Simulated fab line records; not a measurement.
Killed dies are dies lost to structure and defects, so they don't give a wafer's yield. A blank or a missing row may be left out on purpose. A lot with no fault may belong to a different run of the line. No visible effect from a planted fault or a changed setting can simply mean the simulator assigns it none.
Lot-split experiment || flow n5_finfet || route with 1938 steps; 7 lots, 21 wafers read

## ON THE SPLIT
At N5_BEOL_M6_DEP_56 (deposits SiCN from 3MS/NH3, target thk 10 nm, time 17.5 s), the setting time_s was moved away from the recipe's 17.5 s on 5 of the 21 wafers read, by -6.6% to +11.9%. For the rest of the wafers, this setting stayed at what the recipe calls for.

The reading is taken at the split's own step.

## THE READING
SiCN_of_BEOL_M6_DEP_56.thk_nm (the simulator's own value, which no gauge read), in nm, at N5_BEOL_M6_DEP_56 (deposits SiCN from 3MS/NH3, target thk 10 nm, time 17.5 s). The file does not state a usual value for it. The 16 wafers here that ran the recipe average 10.1 nm, standard deviation 0.12 nm.

{"wafer": "L075.1", "tool, chamber at the split": "pecvd-01, 2", "time_s as run, s": 19.58, "against the recipe": "+11.9%", "SiCN_of_BEOL_M6_DEP_56.thk_nm, nm": 11.2, "against lot-mates on the recipe": "+1.0"}
{"wafer": "L075.4", "tool, chamber at the split": "pecvd-01, 2", "time_s as run, s": 17.5, "against the recipe": "recipe", "SiCN_of_BEOL_M6_DEP_56.thk_nm, nm": 10.2, "against lot-mates on the recipe": "-"}
{"wafer": "L075.6", "tool, chamber at the split": "pecvd-01, 1", "time_s as run, s": 19.58, "against the recipe": "+11.9%", "SiCN_of_BEOL_M6_DEP_56.thk_nm, nm": 11.4, "against lot-mates on the recipe": "+1.2"}
{"wafer": "L076.1", "tool, chamber at the split": "pecvd-03, 1", "time_s as run, s": 16.35, "against the recipe": "-6.6%", "SiCN_of_BEOL_M6_DEP_56.thk_nm, nm": 9.4, "against lot-mates on the recipe": -0.7}
{"wafer": "L076.4", "tool, chamber at the split": "pecvd-03, 0", "time_s as run, s": 17.5, "against the recipe": "recipe", "SiCN_of_BEOL_M6_DEP_56.thk_nm, nm": 10.2, "against lot-mates on the recipe": "-"}
{"wafer": "L076.6", "tool, chamber at the split": "pecvd-03, 1", "time_s as run, s": 17.5, "against the recipe": "recipe", "SiCN_of_BEOL_M6_DEP_56.thk_nm, nm": 10, "against lot-mates on the recipe": "-"}
{"wafer": "L078.1", "tool, chamber at the split": "pecvd-03, 2,1", "time_s as run, s": 17.5, "against the recipe": "recipe", "SiCN_of_BEOL_M6_DEP_56.thk_nm, nm": 10, "against lot-mates on the recipe": "-"}
{"wafer": "L078.2", "tool, chamber at the split": "pecvd-03, 2,1", "time_s as run, s": 17.5, "against the recipe": "recipe", "SiCN_of_BEOL_M6_DEP_56.thk_nm, nm": 10, "against lot-mates on the recipe": "-"}
{"wafer": "L078.6", "tool, chamber at the split": "pecvd-03, 2", "time_s as run, s": 17.5, "against the recipe": "recipe", "SiCN_of_BEOL_M6_DEP_56.thk_nm, nm": 10.2, "against lot-mates on the recipe": "-"}
{"wafer": "L085.1", "tool, chamber at the split": "pecvd-04, 2,0", "time_s as run, s": 17.5, "against the recipe": "recipe", "SiCN_of_BEOL_M6_DEP_56.thk_nm, nm": 10.2, "against lot-mates on the recipe": "-"}
{"wafer": "L085.5", "tool, chamber at the split": "pecvd-04, 2,0", "time_s as run, s": 17.5, "against the recipe": "recipe", "SiCN_of_BEOL_M6_DEP_56.thk_nm, nm": 10.2, "against lot-mates on the recipe": "-"}
{"wafer": "L085.4", "tool, chamber at the split": "pecvd-04, 1", "time_s as run, s": 17.5, "against the recipe": "recipe", "SiCN_of_BEOL_M6_DEP_56.thk_nm, nm": 10, "against lot-mates on the recipe": "-"}
{"wafer": "L089.3", "tool, chamber at the split": "pecvd-03, 0", "time_s as run, s": 17.5, "against the recipe": "recipe", "SiCN_of_BEOL_M6_DEP_56.thk_nm, nm": 9.8, "against lot-mates on the recipe": "-"}
{"wafer": "L089.5", "tool, chamber at the split": "pecvd-03, 0", "time_s as run, s": 17.5, "against the recipe": "recipe", "SiCN_of_BEOL_M6_DEP_56.thk_nm, nm": 10, "against lot-mates on the recipe": "-"}
{"wafer": "L089.6", "tool, chamber at the split": "pecvd-03, 1", "time_s as run, s": 17.5, "against the recipe": "recipe", "SiCN_of_BEOL_M6_DEP_56.thk_nm, nm": 10.2, "against lot-mates on the recipe": "-"}
{"wafer": "L093.4", "tool, chamber at the split": "pecvd-03, 0,2", "time_s as run, s": 17.5, "against the recipe": "recipe", "SiCN_of_BEOL_M6_DEP_56.thk_nm, nm": 10, "against lot-mates on the recipe": "-"}
{"wafer": "L093.5", "tool, chamber at the split": "pecvd-03, 0,2", "time_s as run, s": 17.5, "against the recipe": "recipe", "SiCN_of_BEOL_M6_DEP_56.thk_nm, nm": 10, "against lot-mates on the recipe": "-"}
{"wafer": "L093.6", "tool, chamber at the split": "pecvd-03, 1", "time_s as run, s": 17.5, "against the recipe": "recipe", "SiCN_of_BEOL_M6_DEP_56.thk_nm, nm": 10.2, "against lot-mates on the recipe": "-"}
{"wafer": "L097.3", "tool, chamber at the split": "pecvd-01, 2", "time_s as run, s": 17.5, "against the recipe": "recipe", "SiCN_of_BEOL_M6_DEP_56.thk_nm, nm": 10, "against lot-mates on the recipe": "-"}
{"wafer": "L097.5", "tool, chamber at the split": "pecvd-01, 1,2", "time_s as run, s": 16.41, "against the recipe": "-6.2%", "SiCN_of_BEOL_M6_DEP_56.thk_nm, nm": 9.4, "against lot-mates on the recipe": -0.6}
{"wafer": "L097.6", "tool, chamber at the split": "pecvd-01, 1,2", "time_s as run, s": 16.41, "against the recipe": "-6.2%", "SiCN_of_BEOL_M6_DEP_56.thk_nm, nm": 9.4, "against lot-mates on the recipe": -0.6}
When a row names more than one chamber, that row covers several wafers, and the file does not tell which wafer ran in which chamber.

THE FIT
A straight line over all 21 wafers: SiCN_of_BEOL_M6_DEP_56.thk_nm changes by +0.104 nm for each +1% of time_s; r = +0.97; the points scatter about the line by 0.12 nm.
The same after taking each lot's own level away (the mean of its wafers on the recipe; 21 wafers): +0.0949 nm for each +1%; r = +0.97; scatter 0.1 nm.
The reading moves by 1.1 nm for the largest change in time_s, on that fit.
From 10.00 to 10.20 nm: that is the span of the lots' own levels, equal to 1.7 times the standard deviation above.
The two slopes agree, so the slope changes little with the lot-to-lot level.
Check: +1.2 nm against its lot-mates is what the line predicts for one of the wafers moved furthest among these (+11.9%) when that wafer is left out of the fit. Against them it came out at +1 nm.

## THE OTHER SPLITS THESE WAFERS WENT THROUGH
Other splits were also applied to these wafers ahead of the reading. Each is held against what the fit with the lots' levels taken away leaves over:
{"other split on the same wafers": "N5_BEOL_M5_EXPOSE_08 dose_mj", "wafers away from the commonest value": 7, "r with SiCN_of_BEOL_M6_DEP_56.thk_nm (lot level and that fit taken away)": -0.01}
{"other split on the same wafers": "N5_BEOL_M5_SPUTTER_48 time_s", "wafers away from the commonest value": 11, "r with SiCN_of_BEOL_M6_DEP_56.thk_nm (lot level and that fit taken away)": -0.09}

## THE FILE'S OWN FIT
SiCN_of_BEOL_M6_DEP_56.thk_nm changes by +0.0959 nm for each +1% of time_s, r = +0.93.
